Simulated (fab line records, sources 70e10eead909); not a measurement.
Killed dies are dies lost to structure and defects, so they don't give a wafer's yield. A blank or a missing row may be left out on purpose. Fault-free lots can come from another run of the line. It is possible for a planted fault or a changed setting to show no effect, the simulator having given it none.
Matching of chambers | flow nand-harc | rie-diel-12 running NHARC_A_CHANNEL_HOLE_D1_ETCH_44: 4 sister chambers
The step etches the open film in CF4/O2, target depth 140 nm, overetch 14 nm, time 77 s. 14 wafers are shown with their chamber, then 7 later ones without.

EACH WAFER AND ITS CHAMBER
wafer  | chamber | drypump-motor-current-A (A) | showerhead-plenum-p-Torr (Torr) | rf-vpp-V (V)
L414.1 | 2       | 5.7                         | 1.31                            | 197.0
L414.3 | 1       | 5.1                         | 1.32                            | 197.9
L414.6 | 1       | 5.1                         | 1.32                            | 197.0
L415.2 | 0       | 6.5                         | 1.39                            | 199.8
L415.3 | 2       | 5.7                         | 1.31                            | 195.9
L415.4 | 1       | 5.2                         | 1.32                            | 196.2
L417.4 | 3       | 6.1                         | 1.30                            | 196.2
L417.5 | 1       | 5.1                         | 1.32                            | 196.4
L417.6 | 2       | 5.7                         | 1.31                            | 196.5
L423.2 | 3       | 6.1                         | 1.30                            | 196.8
L423.3 | 1       | 5.1                         | 1.32                            | 197.7
L423.5 | 2       | 5.7                         | 1.30                            | 198.4
L427.1 | 0       | 6.5                         | 1.38                            | 198.3
L427.3 | 3       | 6.0                         | 1.29                            | 198.3

SIGNATURES (averages over the wafers above)
reading                  | chamber 0 | chamber 1 | chamber 2 | chamber 3 | scatter within a chamber
drypump-motor-current-A  | 6.500     | 5.120     | 5.700     | 6.067     | 0.0383
showerhead-plenum-p-Torr | 1.3850    | 1.3200    | 1.3075    | 1.2967    | 0.00438
rf-vpp-V                 | 199.050   | 197.040   | 196.950   | 197.100   | 0.957
Rule: a wafer's distance from a chamber is the root of the sum, over the readings, of the square of ((its reading less the chamber's mean) divided by the reading's scatter). The wafer belongs to the nearest chamber; if the next one is less than 2 further off, it can't be placed. The scatter: take each reading less its chamber's mean, square it, sum over the shown wafers, divide by the number of wafers less the number of chambers, and take the root.

WAFERS MISSING THEIR CHAMBER
wafer  | drypump-motor-current-A (A) | showerhead-plenum-p-Torr (Torr) | rf-vpp-V (V)
L427.4 | 5.7                         | 1.30                            | 196.4
L429.1 | 5.7                         | 1.30                            | 197.4
L429.3 | 6.5                         | 1.38                            | 198.9
L429.5 | 6.5                         | 1.38                            | 198.8
L436.1 | 6.0                         | 1.29                            | 199.2
L436.2 | 6.4                         | 1.38                            | 198.1
L436.4 | 5.1                         | 1.32                            | 196.8

WHICH CHAMBER EACH ONE RAN IN
wafer  | from the rows above | in truth
L427.4 | 2                   | 2
L429.1 | 2                   | 2
L429.3 | 0                   | 0
L429.5 | 0                   | 0
L436.1 | 3                   | 3
L436.2 | 0                   | 0
L436.4 | 1                   | 1
Correctly placed: 7 of 7. Not placeable from these rows: 0. Placed wrongly: 0.
